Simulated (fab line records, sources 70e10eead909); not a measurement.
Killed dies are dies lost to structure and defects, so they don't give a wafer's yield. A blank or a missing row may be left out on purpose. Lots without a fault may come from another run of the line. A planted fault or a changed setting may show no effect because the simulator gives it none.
Chamber matching | flow nand_harc | NHARC_A_STAIRCASE_DEP_471 on pecvd-03: 3 sister chambers
The step deposits SiO2, target thk 100 nm. 20 wafers are shown with their chamber, then 10 later ones without.

WAFERS WITH THEIR CHAMBER
wafer  | chamber | throttle_valve_pct (%) | heater_power_w (W) | mfc_precursor_sccm (sccm)
L075.1 | 0       | 16.2                   | 518                | 162.3
L075.2 | 1       | 16.4                   | 488                | 161.6
L075.6 | 1       | 16.4                   | 495                | 162.5
L077.1 | 0       | 16.3                   | 507                | 160.2
L077.3 | 2       | 15.8                   | 483                | 161.9
L077.5 | 0       | 16.3                   | 502                | 161.4
L080.4 | 1       | 16.3                   | 601                | 161.3
L080.5 | 2       | 15.6                   | 380                | 161.3
L080.6 | 0       | 16.6                   | 442                | 161.9
L084.1 | 1       | 16.4                   | 535                | 162.4
L084.2 | 0       | 16.4                   | 512                | 161.2
L084.3 | 2       | 16.1                   | 399                | 162.0
L083.1 | 1       | 16.3                   | 574                | 160.7
L083.2 | 0       | 16.4                   | 529                | 162.0
L083.3 | 2       | 15.9                   | 480                | 161.3
L087.1 | 0       | 16.4                   | 489                | 162.1
L087.2 | 2       | 15.8                   | 500                | 161.6
L087.6 | 1       | 16.6                   | 550                | 161.0
L089.1 | 0       | 16.6                   | 523                | 162.2
L089.4 | 2       | 16.0                   | 481                | 161.7

SIGNATURES (means of the wafers above)
reading            | chamber 0 | chamber 1 | chamber 2 | scatter within a chamber
throttle_valve_pct | 16.400    | 16.400    | 15.867    | 0.144
heater_power_w     | 502.75    | 540.50    | 453.83    | 40.5
mfc_precursor_sccm | 161.662   | 161.583   | 161.633   | 0.624
Rule: a wafer's distance from a chamber is the root of the sum, over the readings, of the square of ((its reading less the chamber's mean) divided by the reading's scatter). The wafer belongs to the nearest chamber; if the next one is less than 2 further off, it can't be placed. The scatter: the root of (the sum of the squares of (reading less its chamber's mean) over the shown wafers, divided by (wafers less chambers)).

WAFERS WITHOUT THEIR CHAMBER
wafer  | throttle_valve_pct (%) | heater_power_w (W) | mfc_precursor_sccm (sccm)
L089.5 | 16.3                   | 536                | 162.2
L092.1 | 16.0                   | 460                | 161.2
L092.3 | 16.9                   | 567                | 161.6
L092.5 | 16.0                   | 452                | 160.5
L094.2 | 16.5                   | 499                | 162.1
L094.4 | 16.0                   | 471                | 161.5
L094.5 | 16.7                   | 553                | 162.2
L093.2 | 16.2                   | 404                | 160.5
L093.3 | 16.5                   | 519                | 161.6
L093.6 | 16.2                   | 425                | 160.6

WHICH CHAMBER EACH WENT THROUGH
wafer  | from the rows above          | in truth
L089.5 | can't be placed: 1 or 0      | 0
L092.1 | can't be placed: 2 or 0      | 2
L092.3 | can't be placed: 1 or 0      | 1
L092.5 | can't be placed: 2 or 0 or 1 | 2
L094.2 | can't be placed: 0 or 1      | 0
L094.4 | can't be placed: 2 or 0      | 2
L094.5 | can't be placed: 1 or 0      | 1
L093.2 | can't be placed: 2 or 0 or 1 | 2
L093.3 | can't be placed: 0 or 1      | 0
L093.6 | can't be placed: 0 or 2 or 1 | 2
Placed correctly: 0 of 10. Can't be placed from these rows: 10 (the true chamber is among the candidates in 10). Placed wrongly: 0.
